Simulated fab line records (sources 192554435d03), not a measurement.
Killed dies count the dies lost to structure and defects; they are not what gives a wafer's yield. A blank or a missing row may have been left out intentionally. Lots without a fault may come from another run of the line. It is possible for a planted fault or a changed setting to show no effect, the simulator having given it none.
fab line records	flow n5-finfet
[record] lots = 24	wafers = 72	last-day = 17
route steps=1938 shown BEOL_M3@970
lots untouched by any fault: they come from a run of this same line in which no faults occurred
start-h: hours from the record's first day to the start of the lot's first wafer shown	wait-h: hours since the lot's step before	" repeats the value in the row above	L1.1+2: one row covering several wafers at once	- no value, or no start was given	* or withheld: withheld	< > ~ a bound
route shown NAME@n: names a module that has steps shown in the file, with the first one's number in the route	usual: mean/standard deviation of fault-free wafers	same: alike in all rows	chamber/n: place in a boat	sites: per-site readings	_std_site: their standard deviation	_edge_site: inner sites' mean taken away from outer sites' mean	radius-mm: how far each site lies from the wafer's centre	mask NAME#n: copy n	behind: tool/chamber where the wafer was last shaped	hold: the reason the lot was held/the length of the hold in hours/how it ended	device: the n, p or np transistor that did not switch	end of line: at the end of the route, the tests of the same wafers	where a step has no rows: the recipe by itself	killed: dies that structure and defects cost at the first sort, which is not the same as the wafer's yield	map: per-die view of a wafer (x killed, . not killed, _ where there is no die)
set.NAME: the run value of the setting; set.NAME@STEP: its run value at that earlier step	model.NAME: the simulator's own value behind a step, which no gauge read
route steps across a sampled set of lots; one table per step, one row per wafer
services: when a tool's chamber went out of use (start-h, in hours from the record's first day, below 0 if earlier), for how many hours, and the reason
[[steps]]
[step N5_BEOL_M3_ETCH_77]
[recipe] chemistry = N2/H2	target = underlayer	target-depth-a = 65	mask-material = CAR-EUV	time-s = 5.2	ion-energy-ev = 200	pressure-mtorr = 30	source-w = 840	bias-w = 150	n2-flow-sccm = 200	h2-flow-sccm = 200	ends = cleared
[usual] drypump-motor-current-A = 5.8/0.38	etch-rf-on-time-s = 5.18/0.13	oes-product-au = 0.69/0.061	rf-vpp-V = 525/3	showerhead-plenum-p-Torr = 2.57/0.098	throttle-valve-pct = 17.78/0.21
lot.wafer	tool	chamber	start-h	wait-h	drypump-motor-current-A	etch-rf-on-time-s	oes-product-au	rf-hours-counter-h	rf-vpp-V	showerhead-plenum-p-Torr	throttle-valve-pct
L075.2	rie-diel-05	2	151.51	0.0	5.3	5.10	0.69	100	525	2.58	18.10
L075.3	"	1	"	"	6.1	5.14	0.68	99	522	2.45	17.83
L075.4	"	1	"	"	6.1	5.21	0.68	-	521	2.45	17.82
L074.2	rie-diel-04	0	155.50	0.0	5.1	4.99	0.67	149	526	2.52	17.64
L074.3	"	2	"	"	5.6	5.16	0.82	3	531	2.71	17.34
L074.5	"	2	"	"	5.6	5.11	0.81	-	528	2.71	17.29
L076.1	rie-diel-05	0	159.59	0.0	5.9	5.44	0.80	2	526	2.61	17.82
L076.2	"	3	"	"	6.2	5.10	0.62	217	527	2.62	17.94
L076.5	"	2	"	"	5.3	5.11	0.68	-	524	2.58	18.11
L077.1	rie-diel-04	0	171.49	0.0	5.1	5.05	0.65	155	527	2.52	17.64
L077.2	"	3	"	"	5.7	5.31	0.57	248	520	2.38	17.91
L077.3	"	1	"	"	5.9	5.04	0.75	46	528	2.70	17.84
L078.2	rie-diel-04	0	172.21	0.0	5.1	5.01	0.67	155	524	2.52	17.63
L078.3	"	2	"	"	5.6	5.12	0.80	9	529	2.70	17.35
L078.6	"	3	"	"	5.7	5.24	0.59	-	520	2.38	17.89
L079.1	rie-diel-01	2	180.13	0.0	5.2	5.21	0.69	102	522	2.45	17.92
L079.4	"	1	"	"	6.3	5.29	0.70	-	520	2.48	17.65
L079.5	"	3	"	"	6.0	5.29	0.66	-	525	2.54	17.57
L080.2	rie-diel-05	3	185.08	0.0	6.2	5.07	0.62	224	525	2.62	17.95
L080.3	"	1	"	"	6.1	5.10	0.68	110	523	2.45	17.83
L080.6	"	2	"	"	5.3	5.12	0.69	-	522	2.58	18.09
L081.1	rie-diel-04	3	198.97	0.0	5.7	5.06	0.81	3	531	2.70	17.54
L081.3	"	2	"	"	5.6	5.09	0.78	18	529	2.70	17.37
L081.6	"	3	"	"	5.7	5.08	0.81	-	528	2.70	17.52
L082.2	rie-diel-04	1	199.33	0.0	5.9	5.07	0.73	55	528	2.69	17.87
L082.3	"	2	"	"	5.6	5.05	0.78	18	529	2.70	17.37
L082.5	"	0	"	"	5.1	5.05	0.66	-	523	2.52	17.63
L083.1	rie-diel-01	1	203.75	0.0	6.4	5.27	0.71	69	522	2.48	17.67
L083.2	"	2	"	"	5.2	5.23	0.68	111	523	2.45	17.87
L083.6	"	2	"	"	5.1	5.20	0.68	-	525	2.45	17.90
L084.2	rie-diel-05	0	207.93	0.0	5.9	5.45	0.76	18	527	2.60	17.86
L084.3	"	2	"	"	5.3	5.19	0.66	117	525	2.58	18.14
L084.6	"	1	"	"	6.2	5.15	0.66	-	525	2.45	17.83
L085.1	rie-diel-04	2	211.27	0.0	5.6	5.08	0.77	23	526	2.70	17.37
L085.2	"	3	"	"	5.7	5.08	0.78	8	528	2.69	17.56
L085.3	"	0	"	"	5.1	5.00	0.64	166	525	2.51	17.67
L086.3	rie-diel-05	1	228.66	0.0	6.1	5.18	0.66	124	522	2.44	17.88
L086.5	"	1	"	"	6.1	5.17	0.67	-	520	2.44	17.85
L086.6	"	0	"	"	6.0	5.50	0.75	-	527	2.60	17.85
L088.1	rie-diel-04	0	228.77	0.0	5.1	5.02	0.64	171	522	2.51	17.65
L088.4	"	2	"	"	5.6	5.13	0.76	28	527	2.70	17.39
L088.5	"	0	"	"	5.1	5.03	0.64	-	524	2.51	17.65
L087.3	rie-diel-04	2	229.10	0.0	5.6	5.11	0.76	28	528	2.70	17.40
L087.4	"	0	"	"	5.2	5.04	0.65	171	524	2.51	17.67
L087.5	"	3	"	"	5.7	5.16	0.78	-	527	2.69	17.53
L091.2	rie-diel-05	0	239.44	0.0	6.0	5.52	0.75	27	525	2.60	17.87
L091.3	"	2	"	"	5.3	5.23	0.66	126	525	2.57	18.12
L091.6	"	1	"	"	6.1	5.17	0.66	-	520	2.44	17.85
L089.1	rie-diel-04	3	239.77	0.0	5.7	5.05	0.78	16	529	2.69	17.53
L089.2	"	2	"	"	5.6	5.08	0.75	30	528	2.69	17.34
L089.6	"	2	"	"	5.6	5.17	0.75	-	528	2.69	17.38
L090.3	rie-diel-01	2	243.02	0.0	5.2	5.15	0.67	127	519	2.44	17.93
L090.4	"	1	"	"	6.3	5.21	0.69	-	520	2.47	17.70
L090.5	"	3	"	"	6.0	5.26	0.65	-	522	2.53	17.65
L092.1	rie-diel-04	3	249.81	0.0	5.7	5.11	0.76	20	529	2.69	17.53
L092.2	"	1	"	"	5.9	5.09	0.71	71	528	2.68	17.89
L092.5	"	1	"	"	5.8	5.05	0.71	-	528	2.69	17.88
L093.1	rie-diel-05	3	258.21	0.0	6.2	5.16	0.59	246	526	2.61	17.98
L093.2	"	0	"	"	5.9	5.47	0.74	32	525	2.60	17.86
L093.5	"	0	"	"	5.9	5.48	0.75	-	526	2.60	17.86
L094.1	rie-diel-05	3	260.17	0.0	6.2	5.15	0.61	247	527	2.61	17.97
L094.2	"	2	"	"	5.3	5.15	0.65	132	525	2.57	18.12
L094.4	"	1	"	"	6.2	5.14	0.66	133	521	2.44	17.87
L095.1	rie-diel-05	2	276.33	0.0	5.3	5.16	0.65	135	524	2.57	18.12
L095.3	"	1	"	"	6.1	5.20	0.66	137	521	2.44	17.90
L095.6	"	1	"	"	6.1	5.16	0.66	-	520	2.44	17.89
L097.1	rie-diel-05	1	287.52	0.0	6.1	5.21	0.64	142	521	2.44	17.91
L097.4	"	0	"	"	5.9	5.51	0.73	-	526	2.59	17.89
L097.6	"	1	"	"	6.1	5.16	0.65	-	519	2.44	17.90
L096.2	rie-diel-01	1	292.48	0.0	6.3	5.33	0.66	103	525	2.46	17.72
L096.5	"	1	"	"	6.3	5.32	0.66	-	523	2.46	17.76
L096.6	"	0	"	"	6.1	5.12	0.61	-	525	2.62	17.88
[step N5_BEOL_M3_ETCH_41]
[recipe] chemistry = CH3F/O2	target = SiCN	target-depth-a = 299	taper-deg = 2	time-s = 52.5	ion-energy-ev = 120	mask-material = TiN	pressure-mtorr = 30	source-w = 395	bias-w = 75	Ar_flow_sccm = 150	CH3F_flow_sccm = 30	O2_flow_sccm = 20
[usual] drypump-motor-current-A = 5.8/0.42	oes-product-au = 0.80/0.07	rf-vpp-V = 297.4/1.7	showerhead-plenum-p-Torr = 2.01/0.07	throttle-valve-pct = 16.29/0.17
lot.wafer	tool	chamber	start-h	wait-h	drypump-motor-current-A	oes-product-au	rf-hours-counter-h	rf-vpp-V	showerhead-plenum-p-Torr	throttle-valve-pct
L074.2	rie-diel-04	3	-	-	5.7	0.69	244	293.8	1.89	16.48
L074.3	"	0	"	"	5.2	0.76	150	295.6	2.01	16.27
L074.5	"	2	"	"	5.6	0.95	-	299.5	2.14	15.95
L076.1	rie-diel-04	3	-	-	5.7	0.68	246	295.4	1.88	16.48
L076.2	"	0	"	"	5.1	0.76	153	298.1	2.00	16.29
L076.5	"	3	"	"	5.7	0.68	-	294.7	1.88	16.48
L075.2	rie-diel-01	2	-	-	5.1	0.82	95	296.6	1.95	16.39
L075.3	"	1	"	"	6.3	0.85	-	296.1	1.96	16.03
L075.4	"	2	"	"	5.2	0.82	-	295.8	1.95	16.42
L077.1	rie-diel-04	3	-	-	5.7	0.68	249	295.1	1.88	16.47
L077.2	"	1	"	"	5.9	0.86	47	299.2	2.11	16.23
L077.3	"	2	"	"	5.5	0.92	9	300.6	2.13	15.96
L078.2	rie-diel-05	0	-	-	5.9	0.95	7	298.8	2.05	16.16
L078.3	"	1	"	"	6.1	0.80	106	297.3	1.95	16.44
L078.6	"	3	"	"	6.2	0.72	-	297.6	2.05	16.32
L079.1	rie-diel-04	0	-	-	5.1	0.76	160	298.4	2.00	16.28
L079.4	"	2	"	"	5.6	0.92	-	300.2	2.13	15.95
L079.5	"	1	"	"	5.8	0.87	-	298.8	2.11	16.24
L080.2	rie-diel-05	1	-	-	6.1	0.79	112	295.5	1.94	16.44
L080.3	"	2	"	"	5.3	0.78	112	298.7	2.01	16.45
L080.6	"	2	"	"	5.3	0.80	-	296.5	2.01	16.46
L081.1	rie-diel-01	1	-	-	6.3	0.83	70	296.2	1.95	16.04
L081.3	"	3	"	"	6.0	0.77	158	298.4	2.01	16.29
L081.6	"	3	"	"	6.0	0.77	-	297.5	2.01	16.31
L082.2	rie-diel-05	3	-	-	6.2	0.72	232	297.2	2.04	16.33
L082.3	"	0	"	"	6.0	0.91	17	298.8	2.04	16.17
L082.5	"	3	"	"	6.2	0.72	-	300.2	2.04	16.35
L083.1	rie-diel-04	1	-	-	5.8	0.85	58	299.4	2.11	16.27
L083.2	"	2	"	"	5.5	0.91	21	300.4	2.13	15.96
L083.6	"	1	"	"	5.9	0.85	-	300.0	2.11	16.28
L084.2	rie-diel-05	1	-	-	6.1	0.78	119	296.5	1.94	16.45
L084.3	"	0	"	"	5.9	0.91	19	298.8	2.04	16.18
L084.6	"	2	"	"	5.3	0.78	-	297.0	2.00	16.46
L085.1	rie-diel-01	1	-	-	6.3	0.82	75	296.2	1.95	16.06
L085.2	"	3	"	"	6.0	0.76	163	297.9	2.01	16.33
L085.3	"	2	"	"	5.2	0.80	117	295.7	1.94	16.45
L086.3	rie-diel-04	3	-	-	5.7	0.93	13	299.5	2.13	16.07
L086.5	"	0	"	"	5.1	0.75	-	297.9	2.00	16.32
L086.6	"	3	"	"	5.7	0.92	-	300.8	2.13	16.05
L088.1	rie-diel-01	1	-	-	6.3	0.81	81	296.5	1.95	16.06
L088.4	"	2	"	"	5.1	0.78	-	295.0	1.94	16.44
L088.5	"	1	"	"	6.3	0.81	-	296.9	1.95	16.08
L087.3	rie-diel-05	1	-	-	6.1	0.77	127	295.1	1.94	16.46
L087.4	"	2	"	"	5.3	0.77	126	297.6	2.00	16.48
L087.5	"	2	"	"	5.3	0.77	-	298.0	2.00	16.49
L091.2	rie-diel-01	2	-	-	5.1	0.78	127	295.0	1.94	16.47
L091.3	"	1	"	"	6.3	0.82	85	295.3	1.95	16.08
L091.6	"	3	"	"	6.0	0.75	-	297.9	2.01	16.35
L090.3	rie-diel-01	3	-	-	6.0	0.76	174	299.1	2.01	16.34
L090.4	"	1	"	"	6.3	0.81	-	295.2	1.95	16.08
L090.5	"	2	"	"	5.1	0.78	-	297.1	1.94	16.47
L089.1	rie-diel-05	1	-	-	6.1	0.77	129	294.0	1.94	16.47
L089.2	"	2	"	"	5.3	0.77	128	297.8	2.00	16.49
L089.6	"	2	"	"	5.3	0.76	-	296.3	2.00	16.49
L092.1	rie-diel-01	1	-	-	6.3	0.80	90	295.9	1.94	16.10
L092.2	"	3	"	"	6.0	0.74	178	297.2	2.01	16.35
L092.5	"	3	"	"	6.0	0.75	-	295.2	2.01	16.34
L093.1	rie-diel-04	3	-	-	5.7	0.89	26	299.5	2.12	16.08
L093.2	"	1	"	"	5.8	0.83	78	300.2	2.10	16.31
L093.5	"	3	"	"	5.7	0.89	-	298.7	2.12	16.09
L094.1	rie-diel-05	1	-	-	6.1	0.76	136	294.6	1.94	16.48
L094.2	"	2	"	"	5.3	0.77	134	297.3	2.00	16.49
L094.4	"	0	"	"	5.9	0.87	36	297.9	2.04	16.21
L095.1	rie-diel-05	1	-	-	6.1	0.76	138	296.4	1.94	16.49
L095.3	"	0	"	"	5.9	0.86	38	298.4	2.04	16.21
L095.6	"	0	"	"	5.9	0.87	-	298.2	2.04	16.21
L097.1	rie-diel-04	1	-	-	5.8	0.81	84	299.8	2.10	16.31
L097.4	"	0	"	"	5.1	0.73	190	295.8	1.99	16.34
L097.6	"	3	"	"	5.7	0.87	-	298.3	2.12	16.10
L096.2	rie-diel-01	2	-	-	5.2	0.76	144	294.8	1.93	16.50
L096.5	"	2	"	"	5.1	0.77	-	294.2	1.93	16.51
L096.6	"	3	"	"	6.0	0.73	-	295.4	2.00	16.39
[step N5_BEOL_M3_SURFACE_TREAT_85]
[recipe] gas = Ar	time-s = *	ion-energy-ev = *	ion-current-ma-cm2 = 0.5	pressure-mtorr = *	ar-flow-sccm = 30
[usual] throttle-valve-pct = *
lot.wafer	tool	chamber	start-h	wait-h	throttle-valve-pct
L074.2	pvd-sputter-02	-	160.44	1.4	*
L074.3	"	-	"	"	*
L074.5	"	-	"	"	*
L076.1	pvd-sputter-02	-	165.65	0.4	*
L076.2	"	-	"	"	*
L076.5	"	-	"	"	*
L075.2	pvd-sputter-02	-	165.72	0.4	*
L075.3	"	-	"	"	*
L075.4	"	-	"	"	*
L077.1	pvd-sputter-02	-	175.00	0.3	*
L077.2	"	-	"	"	*
L077.3	"	-	"	"	*
L078.2	pvd-sputter-01	-	175.93	0.4	*
L078.3	"	-	"	"	*
L078.6	"	-	"	"	*
L079.1	pvd-sputter-01	-	184.44	0.2	*
L079.4	"	-	"	"	*
L079.5	"	-	"	"	*
L080.2	pvd-sputter-03	-	190.57	0.1	*
L080.3	"	-	"	"	*
L080.6	"	-	"	"	*
L081.1	pvd-sputter-01	-	206.88	0.1	*
L081.3	"	-	"	"	*
L081.6	"	-	"	"	*
L083.1	pvd-sputter-01	-	207.38	0.2	*
L083.2	"	-	"	"	*
L083.6	"	-	"	"	*
L082.2	pvd-sputter-01	-	207.42	0.4	*
L082.3	"	-	"	"	*
L082.5	"	-	"	"	*
L084.2	pvd-sputter-03	-	214.25	0.2	*
L084.3	"	-	"	"	*
L084.6	"	-	"	"	*
L085.1	pvd-sputter-01	-	218.68	0.9	*
L085.2	"	-	"	"	*
L085.3	"	-	"	"	*
L086.3	pvd-sputter-01	-	231.19	0.4	*
L086.5	"	-	"	"	*
L086.6	"	-	"	"	*
L088.1	pvd-sputter-03	-	233.61	0.1	*
L088.4	"	-	"	"	*
L088.5	"	-	"	"	*
L087.3	pvd-sputter-03	-	239.15	0.4	*
L087.4	"	-	"	"	*
L087.5	"	-	"	"	*
L091.2	pvd-sputter-01	-	243.23	0.2	*
L091.3	"	-	"	"	*
L091.6	"	-	"	"	*
L090.3	pvd-sputter-03	-	246.33	0.2	*
L090.4	"	-	"	"	*
L090.5	"	-	"	"	*
L089.1	pvd-sputter-02	-	247.97	0.3	*
L089.2	"	-	"	"	*
L089.6	"	-	"	"	*
L092.1	pvd-sputter-01	-	256.03	0.2	*
L092.2	"	-	"	"	*
L092.5	"	-	"	"	*
L093.1	pvd-sputter-01	-	268.32	0.2	*
L093.2	"	-	"	"	*
L093.5	"	-	"	"	*
L094.1	pvd-sputter-01	-	276.14	0.4	*
L094.2	"	-	"	"	*
L094.4	"	-	"	"	*
L095.1	pvd-sputter-01	-	279.12	0.2	*
L095.3	"	-	"	"	*
L095.6	"	-	"	"	*
L097.1	pvd-sputter-03	-	290.35	1.7	*
L097.4	"	-	"	"	*
L097.6	"	-	"	"	*
L096.2	pvd-sputter-01	-	299.08	0.3	*
L096.5	"	-	"	"	*
L096.6	"	-	"	"	*
[step N5_BEOL_M3_ANNEAL_91]
[recipe] temp-c = 400	time-s = 240	ambient = vacuum
[usual] heater-power-w = 806/96
lot.wafer	tool	chamber	start-h	wait-h	heater-power-w
L074.2	pvd-sputter-02	-	161.94	0.0	929
L074.3	"	-	"	"	667
L074.5	"	-	"	"	709
L076.1	pvd-sputter-03	-	167.55	0.0	960
L076.2	"	-	"	"	867
L076.5	"	-	"	"	967
L075.2	pvd-sputter-03	-	169.39	0.0	692
L075.3	"	-	"	"	683
L075.4	"	-	"	"	973
L077.1	pvd-sputter-02	-	176.72	0.0	667
L077.2	"	-	"	"	889
L077.3	"	-	"	"	707
L078.2	pvd-sputter-02	-	178.56	0.0	884
L078.3	"	-	"	"	680
L078.6	"	-	"	"	711
L079.1	pvd-sputter-01	-	187.81	0.0	875
L079.4	"	-	"	"	814
L079.5	"	-	"	"	851
L080.2	pvd-sputter-02	-	193.03	0.0	879
L080.3	"	-	"	"	923
L080.6	"	-	"	"	710
L081.1	pvd-sputter-02	-	208.36	0.0	876
L081.3	"	-	"	"	947
L081.6	"	-	"	"	685
L083.1	pvd-sputter-01	-	208.80	0.0	804
L083.2	"	-	"	"	792
L083.6	"	-	"	"	797
L082.2	pvd-sputter-02	-	210.20	0.0	683
L082.3	"	-	"	"	723
L082.5	"	-	"	"	874
L084.2	pvd-sputter-02	-	216.00	0.0	706
L084.3	"	-	"	"	671
L084.6	"	-	"	"	712
L085.1	pvd-sputter-01	-	220.14	0.0	810
L085.2	"	-	"	"	803
L085.3	"	-	"	"	885
L086.3	pvd-sputter-01	-	232.61	0.0	798
L086.5	"	-	"	"	780
L086.6	"	-	"	"	861
L088.1	pvd-sputter-03	-	235.01	0.0	852
L088.4	"	-	"	"	689
L088.5	"	-	"	"	938
L087.3	pvd-sputter-03	-	242.31	0.0	875
L087.4	"	-	"	"	695
L087.5	"	-	"	"	858
L091.2	pvd-sputter-01	-	244.77	0.0	800
L091.3	"	-	"	"	815
L091.6	"	-	"	"	810
L090.3	pvd-sputter-03	-	247.75	0.0	694
L090.4	"	-	"	"	846
L090.5	"	-	"	"	854
L089.1	pvd-sputter-03	-	249.59	0.0	856
L089.2	"	-	"	"	955
L089.6	"	-	"	"	665
L092.1	pvd-sputter-02	-	257.44	0.0	717
L092.2	"	-	"	"	673
L092.5	"	-	"	"	680
L093.1	pvd-sputter-01	-	269.74	0.0	805
L093.2	"	-	"	"	865
L093.5	"	-	"	"	819
L094.1	pvd-sputter-01	-	277.78	0.0	806
L094.2	"	-	"	"	866
L094.4	"	-	"	"	809
L095.1	pvd-sputter-02	-	280.71	0.0	879
L095.3	"	-	"	"	701
L095.6	"	-	"	"	928
L097.1	pvd-sputter-03	-	291.99	0.0	950
L097.4	"	-	"	"	864
L097.6	"	-	"	"	872
L096.2	pvd-sputter-02	-	300.53	0.0	926
L096.5	"	-	"	"	681
L096.6	"	-	"	"	915
[step N5_BEOL_M3_CO_CAP_55]
[recipe] material = Co	target-thk-a = 20	temp-c = 200	precursor = CCTBA/H2	pressure-torr = 30	time-s = 102.1
[usual] heater-power-w = 232/14
lot.wafer	tool	chamber	start-h	wait-h	heater-power-w
L074.2	cvd-co-02	1	163.38	0.0	235
L074.3	"	0	"	"	217
L074.5	"	1	"	"	237
L076.1	cvd-co-02	0	168.99	0.0	218
L076.2	"	2	"	"	254
L076.5	"	2	"	"	246
L075.2	cvd-co-02	0	170.89	0.0	219
L075.3	"	1	"	"	233
L075.4	"	1	"	"	231
L077.1	cvd-co-02	1	178.17	0.0	237
L077.2	"	0	"	"	222
L077.3	"	2	"	"	249
L078.2	cvd-co-02	1	180.67	0.0	233
L078.3	"	2	"	"	251
L078.6	"	0	"	"	224
L079.1	cvd-co-02	0	189.32	0.0	213
L079.4	"	0	"	"	217
L079.5	"	1	"	"	234
L080.2	cvd-co-02	2	194.47	0.0	251
L080.3	"	1	"	"	243
L080.6	"	0	"	"	218
L081.1	cvd-co-02	1	209.81	0.0	237
L081.3	"	0	"	"	216
L081.6	"	2	"	"	246
L083.1	cvd-co-01	0	210.26	0.0	237
L083.2	"	2	"	"	236
L083.6	"	0	"	"	235
L082.2	cvd-co-02	1	211.65	0.0	229
L082.3	"	0	"	"	210
L082.5	"	0	"	"	216
L084.2	cvd-co-02	2	217.76	0.0	247
L084.3	"	1	"	"	230
L084.6	"	2	"	"	246
L085.1	cvd-co-01	0	221.59	0.0	232
L085.2	"	2	"	"	234
L085.3	"	1	"	"	203
L086.3	cvd-co-02	1	234.05	0.0	237
L086.5	"	1	"	"	237
L086.6	"	0	"	"	215
L088.1	cvd-co-01	1	236.45	0.0	204
L088.4	"	1	"	"	206
L088.5	"	2	"	"	232
L087.3	cvd-co-02	0	243.87	0.0	212
L087.4	"	2	"	"	249
L087.5	"	0	"	"	221
L091.2	cvd-co-01	0	246.23	0.0	239
L091.3	"	2	"	"	233
L091.6	"	1	"	"	204
L090.3	cvd-co-02	1	249.19	0.0	238
L090.4	"	2	"	"	248
L090.5	"	1	"	"	236
L089.1	cvd-co-02	0	251.03	0.0	221
L089.2	"	2	"	"	248
L089.6	"	2	"	"	245
L092.1	cvd-co-02	2	258.89	0.0	251
L092.2	"	0	"	"	218
L092.5	"	1	"	"	230
L093.1	cvd-co-02	0	271.19	0.0	224
L093.2	"	1	"	"	232
L093.5	"	0	"	"	225
L094.1	cvd-co-02	0	279.32	0.0	218
L094.2	"	2	"	"	250
L094.4	"	1	"	"	232
L095.1	cvd-co-02	1	282.16	0.0	231
L095.3	"	2	"	"	251
L095.6	"	2	"	"	255
L097.1	cvd-co-02	2	293.44	0.0	251
L097.4	"	1	"	"	235
L097.6	"	2	"	"	248
L096.2	cvd-co-02	1	301.97	0.0	232
L096.5	"	0	"	"	216
L096.6	"	1	"	"	232
[step N5_BEOL_M3_RS_MEAS_58]
[recipe] thk-meas-gauge = four-point-probe	reads = Co_of_BEOL_M3_CO_CAP_55+Cu_of_BEOL_M3_ECD_50+Co_of_BEOL_M3_CVD_47+TaN_of_BEOL_M3_ALD_84
[usual] M3_RS = 0.68/0.039
lot.wafer	tool	chamber	start-h	wait-h	M3_RS[ohm/sq]
L074.2	film-metro-02	-	163.56	0.1	0.70
L074.3	"	-	"	"	0.71
L074.5	"	-	"	"	0.67
L076.1	film-metro-01	-	169.20	0.1	0.71
L076.2	"	-	"	"	0.75
L076.5	"	-	"	"	0.74
L075.2	film-metro-02	-	171.11	0.1	0.67
L075.3	"	-	"	"	0.66
L075.4	"	-	"	"	0.63
L077.1	film-metro-01	-	178.35	0.0	0.74
L077.2	"	-	"	"	0.79
L077.3	"	-	"	"	0.73
L078.2	film-metro-02	-	180.86	0.1	0.68
L078.3	"	-	"	"	0.69
L078.6	"	-	"	"	0.65
L079.1	film-metro-01	-	189.50	0.0	0.72
L079.4	"	-	"	"	0.64
L079.5	"	-	"	"	0.68
L080.2	film-metro-02	-	194.66	0.1	0.66
L080.3	"	-	"	"	0.72
L080.6	"	-	"	"	0.65
L081.1	film-metro-02	-	210.02	0.1	0.70
L081.3	"	-	"	"	0.64
L081.6	"	-	"	"	0.64
L083.1	film-metro-01	-	210.51	0.1	0.68
L083.2	"	-	"	"	0.68
L083.6	"	-	"	"	0.64
L082.2	film-metro-02	-	211.86	0.1	0.73
L082.3	"	-	"	"	0.66
L082.5	"	-	"	"	0.66
L084.2	film-metro-02	-	217.97	0.1	0.71
L084.3	"	-	"	"	0.66
L084.6	"	-	"	"	0.69
L085.1	film-metro-02	-	221.80	0.1	0.74
L085.2	"	-	"	"	0.74
L085.3	"	-	"	"	0.65
L086.3	film-metro-02	-	234.24	0.1	0.72
L086.5	"	-	"	"	0.67
L086.6	"	-	"	"	0.66
L088.1	film-metro-01	-	236.63	0.0	0.68
L088.4	"	-	"	"	0.64
L088.5	"	-	"	"	0.67
L087.3	film-metro-01	-	244.07	0.1	0.71
L087.4	"	-	"	"	0.69
L087.5	"	-	"	"	0.72
L091.2	film-metro-02	-	246.42	0.1	0.71
L091.3	"	-	"	"	0.69
L091.6	"	-	"	"	0.66
L090.3	film-metro-02	-	249.37	0.1	0.73
L090.4	"	-	"	"	0.69
L090.5	"	-	"	"	0.69
L089.1	film-metro-01	-	251.22	0.1	0.63
L089.2	"	-	"	"	0.67
L089.6	"	-	"	"	0.63
L092.1	film-metro-01	-	259.07	0.0	0.77
L092.2	"	-	"	"	0.74
L092.5	"	-	"	"	0.67
L093.1	film-metro-02	-	271.37	0.0	0.73
L093.2	"	-	"	"	0.68
L093.5	"	-	"	"	0.62
L094.1	film-metro-01	-	279.50	0.0	0.63
L094.2	"	-	"	"	0.64
L094.4	"	-	"	"	0.59
L095.1	film-metro-01	-	282.34	0.0	0.68
L095.3	"	-	"	"	0.73
L095.6	"	-	"	"	0.68
L097.1	film-metro-01	-	293.62	0.0	0.69
L097.4	"	-	"	"	0.68
L097.6	"	-	"	"	0.71
L096.2	film-metro-01	-	302.15	0.1	0.73
L096.5	"	-	"	"	0.71
L096.6	"	-	"	"	0.71
[[services]]
tool	chamber	start-h	hours	kind
cvd-co-01	1	129.71	14.0	repair
cvd-co-02	-	150.86	0.7	repair
pvd-sputter-01	-	151.43	3.4	repair
rie-diel-01	3	154.67	14.1	repair
rie-diel-04	3	176.15	-	clean
rie-diel-04	3	176.15	-	consumable-replace:focus-ring
rie-diel-04	3	176.15	-	consumable-replace:showerhead
cvd-co-01	1	199.28	-	clean
cvd-co-01	1	199.28	22.0	scheduled-down
cvd-co-01	1	199.28	22.0	vent-cycle
rie-diel-04	0	202.29	6.5	repair
rie-diel-05	2	205.97	1.6	repair
rie-diel-05	-	216.89	0.8	repair
rie-diel-04	2	233.69	4.1	repair
rie-diel-04	2	252.40	19.3	repair
rie-diel-05	3	276.30	-	clean
rie-diel-05	3	276.30	-	consumable-replace:focus-ring
rie-diel-05	3	276.30	31.9	scheduled-down
rie-diel-05	3	276.30	31.9	vent-cycle
cvd-co-01	-	280.61	0.2	repair
[[key]]
fault none
